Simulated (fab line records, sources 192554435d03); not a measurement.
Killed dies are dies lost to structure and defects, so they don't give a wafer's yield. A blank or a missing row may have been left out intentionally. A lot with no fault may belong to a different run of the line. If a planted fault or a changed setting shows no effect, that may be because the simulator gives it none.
2 desks, one fault	flow n5 finfet	every desk sees just its own numbers, and what lay behind them comes last

METROLOGY DESK
Lot by lot, what the gauges showed, no matter which tool ran the lot: averages of those sampled wafers that carry a number. Any lot whose mean is over 4 standard deviations away from the usual mean is out of limits and marked OUT; that distance is given in the brackets.
Columns: A = cd nm at N5_BEOL_M8_CD_MEAS_11, usual 38.6 nm
lot	first seen here	A
L280	day 9 18:46	38.9
L281	day 10 00:45	38.4
L282	day 10 03:22	38.4
L286	day 11 18:28	39.3
L287	day 11 18:38	38.7
L291	day 12 06:06	38.1
L294	day 12 23:52	38.4
L295	day 13 04:49	38.8
L296	day 13 23:07	38.6
L298	day 14 06:52	38.5
L299	day 14 17:27	39.1
L300	day 14 23:40	38.7
L303	day 15 09:28	38.6
L302	day 15 14:18	38.8
L301	day 15 14:30	38.8
This desk's verdict: no lot among the 15 shows anything out of limits.

TOOL OWNER'S DESK, litho track-03
The tool's own readings at N5_BEOL_M8_DEVELOP_27 (develop time 30 s): means of the sampled wafers that have a number, for each lot that ran on this tool. Any lot whose mean is over 4 standard deviations away from the usual mean is out of limits and marked OUT; that distance is given in the brackets.
Columns: A = chill plate temp C at N5_BEOL_M8_DEVELOP_27, usual 23.00 C; B = developer temp C at N5_BEOL_M8_DEVELOP_27, usual 22.99 C; C = resist line temp C at N5_BEOL_M8_DEVELOP_27, usual 23.01 C
lot	first seen here	A	B	C
L295	day 13 10:13	23.07	22.93	23.00
L303	day 15 13:22	22.90	22.93	23.09
L302	day 15 17:41	23.16	23.10	23.03
This desk's verdict: no lot among the 3 shows anything out of limits.

ALL TOGETHER
Metrology desk: nothing out of limits seen.
The tool owner's desk saw nothing out of limits.

WHAT THE SIMULATOR HAD PUT IN
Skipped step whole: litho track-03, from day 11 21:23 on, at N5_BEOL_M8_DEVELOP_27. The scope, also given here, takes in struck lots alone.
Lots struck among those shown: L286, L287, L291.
